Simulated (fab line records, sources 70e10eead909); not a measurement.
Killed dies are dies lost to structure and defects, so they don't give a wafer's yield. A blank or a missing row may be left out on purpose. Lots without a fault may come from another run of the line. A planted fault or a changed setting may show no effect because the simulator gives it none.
Which tool did it? | flow nand_harc | 24 lots, 72 wafers sampled, at 2 steps of a route of 1302

WHAT THE GAUGES READ, wafer by wafer
NHARC_A_CONTACT_OVL_MEAS_43.
lot  | measured     | on         | overlay_x_nm (nm) | overlay_y_nm (nm)
L075 | day 22 02:28 | overlay-01 | 0.2 -0.1 -0.4     | 0.2 -0.1 0.4
L077 | day 22 07:46 | overlay-01 | -3.0 -2.4 -2.7    | -0.9 -0.9 -0.7
L074 | day 22 07:26 | overlay-01 | 0.2 0.3 -0.6      | -0.3 0.3 0.1
L076 | day 22 09:42 | overlay-02 | 0.7 0.9 0.4       | 0.2 -0.1 0.2
L078 | day 22 23:32 | overlay-01 | 0.5 0.7 1.0       | 0.8 0.4 0.8
L079 | day 23 00:02 | overlay-02 | 0.1 -0.4 -0.1     | 0.2 0.2 0.1
L080 | day 23 20:03 | overlay-01 | -1.0 -0.6 -1.1    | 0.6 0.0 -0.1
L081 | day 24 18:16 | overlay-02 | -0.5 -0.1 -0.6    | 0.3 0.4 0.0
L083 | day 25 04:37 | overlay-02 | 0.8 0.4 -0.5      | -1.1 -0.8 -1.1
L082 | day 25 04:28 | overlay-01 | 0.5 -0.2 0.6      | -0.2 0.5 -0.3
L086 | day 25 21:42 | overlay-01 | -0.1 -0.1 -0.6    | 0.1 -0.5 -0.3
L084 | day 26 01:57 | overlay-02 | 0.0 -0.1 -0.1     | -1.2 -1.9 -1.7
L085 | day 26 02:46 | overlay-02 | -0.7 0.1 -0.4     | 0.7 0.4 1.0
L087 | day 27 08:05 | overlay-02 | 0.8 0.8 0.8       | -0.8 0.0 -0.4
L089 | day 28 00:42 | overlay-01 | 0.7 0.2 -0.4      | 1.3 0.9 0.9
L088 | day 28 04:48 | overlay-02 | 0.2 0.2 0.2       | 1.3 1.1 1.4
L090 | day 28 08:56 | overlay-02 | -1.1 -0.7 -1.3    | -1.0 -0.3 -0.9
L093 | day 29 01:43 | overlay-02 | -0.6 -1.1 -1.0    | -0.4 0.6 0.2
L094 | day 29 02:03 | overlay-01 | 1.0 1.6 1.2       | 1.0 1.4 1.3
L092 | day 29 07:47 | overlay-01 | 0.5 0.7 0.8       | -0.3 0.0 -0.9
L091 | day 29 11:42 | overlay-02 | 0.8 0.8 1.1       | -0.2 -0.2 -0.1
L095 | day 30 07:53 | overlay-01 | 0.8 0.7 0.6       | 1.1 1.2 1.3
L097 | day 31 04:46 | overlay-02 | -1.1 -0.9 -0.9    | -0.2 0.8 0.6
L096 | day 31 08:09 | overlay-01 | -1.0 -0.3 -0.7    | 0.8 1.4 0.9

WHICH TOOL RAN EACH LOT (tool, then ch and the chambers of the sampled wafers, then the start)
lot  | NHARC_A_CONTACT_DEP_24
L075 | pecvd-02 ch 1,2, day 21 20:46
L077 | pecvd-02 ch 0,2, day 22 00:20
L074 | pecvd-04 ch 0,1,2, day 22 00:21
L076 | pecvd-03 ch 1,2, day 22 03:58
L078 | pecvd-02 ch 0,2, day 22 15:12
L079 | pecvd-03 ch 0,1, day 22 15:31
L080 | pecvd-04 ch 0,1,2, day 23 14:34
L081 | pecvd-03 ch 0,1, day 24 12:26
L083 | pecvd-03 ch 0,1, day 24 22:45
L082 | pecvd-02 ch 1,2, day 24 22:49
L086 | pecvd-03 ch 0,1,2, day 25 12:36
L084 | pecvd-03 ch 0,2, day 25 20:07
L085 | pecvd-04 ch 0,2, day 25 20:10
L087 | pecvd-04 ch 0,1, day 26 23:28
L089 | pecvd-03 ch 0,2, day 27 19:05
L088 | pecvd-02 ch 0,1,2, day 27 23:10
L090 | pecvd-03 ch 1,2, day 28 03:11
L093 | pecvd-04 ch 0,1,2, day 28 20:05
L094 | pecvd-03 ch 1,2, day 28 20:23
L092 | pecvd-04 ch 0,1, day 28 23:26
L091 | pecvd-03 ch 0,1,2, day 29 02:44
L095 | pecvd-02 ch 0,1,2, day 30 02:14
L097 | pecvd-03 ch 0,1, day 30 23:23
L096 | pecvd-03 ch 0,1,2, day 31 02:26
- NHARC_A_CONTACT_DEP_24: deposits SiO2, target thk 500 nm.

WHAT THE TOOLS THEMSELVES READ (means of the sampled wafers that have a number; where no wafer has one, the mark that the record gives instead)
NHARC_A_CONTACT_DEP_24.
lot  | tool     | heater_power_w (W) | throttle_valve_pct (%)
L075 | pecvd-02 | 514                | 15.0
L077 | pecvd-02 | 552                | 15.3
L074 | pecvd-04 | 562                | 16.1
L076 | pecvd-03 | 543                | 15.5
L078 | pecvd-02 | 511                | 15.3
L079 | pecvd-03 | 491                | 15.9
L080 | pecvd-04 | 574                | 16.1
L081 | pecvd-03 | 479                | 15.7
L083 | pecvd-03 | 466                | 15.7
L082 | pecvd-02 | 502                | 15.1
L086 | pecvd-03 | 507                | 15.7
L084 | pecvd-03 | 508                | 15.9
L085 | pecvd-04 | 576                | 16.1
L087 | pecvd-04 | 535                | 16.5
L089 | pecvd-03 | 546                | 15.8
L088 | pecvd-02 | 536                | 15.2
L090 | pecvd-03 | 498                | 15.8
L093 | pecvd-04 | 556                | 16.0
L094 | pecvd-03 | 494                | 15.9
L092 | pecvd-04 | 604                | 16.2
L091 | pecvd-03 | 458                | 15.9
L095 | pecvd-02 | 520                | 15.4
L097 | pecvd-03 | 467                | 16.1
L096 | pecvd-03 | 481                | 16.1

THE ANSWER, worked out from the rows above alone
Rule: what is usual is taken from the lots themselves. Put in order of their means at a reading, lots are off if they are a third of the lots or fewer, leave a main group of 4 or more, and stand apart from it by a gap of 3 or more times the standard deviation of the main group's means; of several such gaps the widest counts. A main group whose means are all the same, to the digits that the tables above print for the reading, isn't used. A lot without any number at a reading at which 4 lots or more have one is off too. The other lots that the step has rows for count as sound. The gauges are gone through in route order, then the tools' own readings, and for those a lot's mean is taken as printed above. The first step at which some lot is off is used, and at that step the reading that is off furthest; a lot without a number counts as furthest.
No lot is off at any reading shown: from this, nothing can be told.

WHAT THE SIMULATOR HAD PUT IN
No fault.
